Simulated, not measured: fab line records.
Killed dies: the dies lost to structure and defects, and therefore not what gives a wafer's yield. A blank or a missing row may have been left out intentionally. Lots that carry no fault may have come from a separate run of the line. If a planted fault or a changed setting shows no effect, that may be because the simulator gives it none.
Matching of chambers :: flow n5-finfet :: N5_BEOL_M12_VIA_ETCH_16 on rie-diel-04 has 4 sister chambers
The step etches SiOC in C4F8/O2/Ar, target depth 724.8 nm. 16 wafers are shown with their chamber, then 8 later ones without.

WAFERS, EACH WITH ITS CHAMBER
wafer: L075.1
chamber: 1
drypump-motor-current-A (A): 6.3
throttle-valve-pct (%): 24.35
showerhead-plenum-p-Torr (Torr): 3.47

wafer: L075.3
chamber: 0
drypump-motor-current-A (A): 5.8
throttle-valve-pct (%): 23.97
showerhead-plenum-p-Torr (Torr): 3.40

wafer: L075.6
chamber: 3
drypump-motor-current-A (A): 6.5
throttle-valve-pct (%): 23.87
showerhead-plenum-p-Torr (Torr): 3.47

wafer: L076.1
chamber: 1
drypump-motor-current-A (A): 6.4
throttle-valve-pct (%): 24.35
showerhead-plenum-p-Torr (Torr): 3.46

wafer: L076.4
chamber: 0
drypump-motor-current-A (A): 5.8
throttle-valve-pct (%): 23.99
showerhead-plenum-p-Torr (Torr): 3.40

wafer: L076.6
chamber: 1
drypump-motor-current-A (A): 6.3
throttle-valve-pct (%): 24.35
showerhead-plenum-p-Torr (Torr): 3.46

wafer: L080.2
chamber: 0
drypump-motor-current-A (A): 5.8
throttle-valve-pct (%): 23.99
showerhead-plenum-p-Torr (Torr): 3.39

wafer: L080.3
chamber: 3
drypump-motor-current-A (A): 6.5
throttle-valve-pct (%): 23.69
showerhead-plenum-p-Torr (Torr): 3.47

wafer: L080.5
chamber: 3
drypump-motor-current-A (A): 6.5
throttle-valve-pct (%): 23.70
showerhead-plenum-p-Torr (Torr): 3.47

wafer: L085.1
chamber: 3
drypump-motor-current-A (A): 6.6
throttle-valve-pct (%): 23.68
showerhead-plenum-p-Torr (Torr): 3.46

wafer: L085.2
chamber: 2
drypump-motor-current-A (A): 4.9
throttle-valve-pct (%): 23.90
showerhead-plenum-p-Torr (Torr): 3.40

wafer: L085.3
chamber: 0
drypump-motor-current-A (A): 5.8
throttle-valve-pct (%): 24.01
showerhead-plenum-p-Torr (Torr): 3.39

wafer: L084.2
chamber: 0
drypump-motor-current-A (A): 5.8
throttle-valve-pct (%): 24.01
showerhead-plenum-p-Torr (Torr): 3.38

wafer: L084.4
chamber: 0
drypump-motor-current-A (A): 5.8
throttle-valve-pct (%): 24.02
showerhead-plenum-p-Torr (Torr): 3.38

wafer: L084.5
chamber: 1
drypump-motor-current-A (A): 6.3
throttle-valve-pct (%): 24.37
showerhead-plenum-p-Torr (Torr): 3.45

wafer: L089.2
chamber: 0
drypump-motor-current-A (A): 5.7
throttle-valve-pct (%): 24.03
showerhead-plenum-p-Torr (Torr): 3.38

SIGNATURES (averages over the wafers above)
reading: drypump-motor-current-A
chamber 0: 5.786
chamber 1: 6.325
chamber 2: 4.900
chamber 3: 6.525
scatter within a chamber: 0.0443

reading: throttle-valve-pct
chamber 0: 24.0029
chamber 1: 24.3550
chamber 2: 23.9000
chamber 3: 23.7350
scatter within a chamber: 0.0477

reading: showerhead-plenum-p-Torr
chamber 0: 3.3886
chamber 1: 3.4600
chamber 2: 3.4000
chamber 3: 3.4675
scatter within a chamber: 0.00796
Rule: for a wafer and a chamber, the distance is found by dividing, reading by reading, the gap between the wafer's reading and the chamber's mean by the reading's scatter, squaring, summing and taking the root. If the next closest chamber is less than 2 further off than the closest, the wafer can't be placed; otherwise it belongs to the closest. How the scatter is found: for the shown wafers, subtract from each reading the mean of its chamber, square and add these, divide the total by (wafers less chambers), then take the root.

WAFERS MISSING THEIR CHAMBER
wafer: L089.4
drypump-motor-current-A (A): 4.9
throttle-valve-pct (%): 23.93
showerhead-plenum-p-Torr (Torr): 3.40

wafer: L089.6
drypump-motor-current-A (A): 4.9
throttle-valve-pct (%): 23.92
showerhead-plenum-p-Torr (Torr): 3.40

wafer: L087.2
drypump-motor-current-A (A): 6.3
throttle-valve-pct (%): 24.39
showerhead-plenum-p-Torr (Torr): 3.45

wafer: L087.3
drypump-motor-current-A (A): 6.6
throttle-valve-pct (%): 23.72
showerhead-plenum-p-Torr (Torr): 3.46

wafer: L087.5
drypump-motor-current-A (A): 6.6
throttle-valve-pct (%): 23.72
showerhead-plenum-p-Torr (Torr): 3.46

wafer: L094.2
drypump-motor-current-A (A): 6.3
throttle-valve-pct (%): 24.40
showerhead-plenum-p-Torr (Torr): 3.44

wafer: L094.3
drypump-motor-current-A (A): 4.9
throttle-valve-pct (%): 23.93
showerhead-plenum-p-Torr (Torr): 3.39

wafer: L094.4
drypump-motor-current-A (A): 6.6
throttle-valve-pct (%): 23.73
showerhead-plenum-p-Torr (Torr): 3.45

EACH ONE'S CHAMBER
wafer: L089.4
from the rows above: 2
in truth: 2

wafer: L089.6
from the rows above: 2
in truth: 2

wafer: L087.2
from the rows above: 1
in truth: 1

wafer: L087.3
from the rows above: 3
in truth: 3

wafer: L087.5
from the rows above: 3
in truth: 3

wafer: L094.2
from the rows above: 1
in truth: 1

wafer: L094.3
from the rows above: 2
in truth: 2

wafer: L094.4
from the rows above: 3
in truth: 3
Correct placement for 8 of the 8. Can't be placed from these rows: 0. 0 placed wrongly.
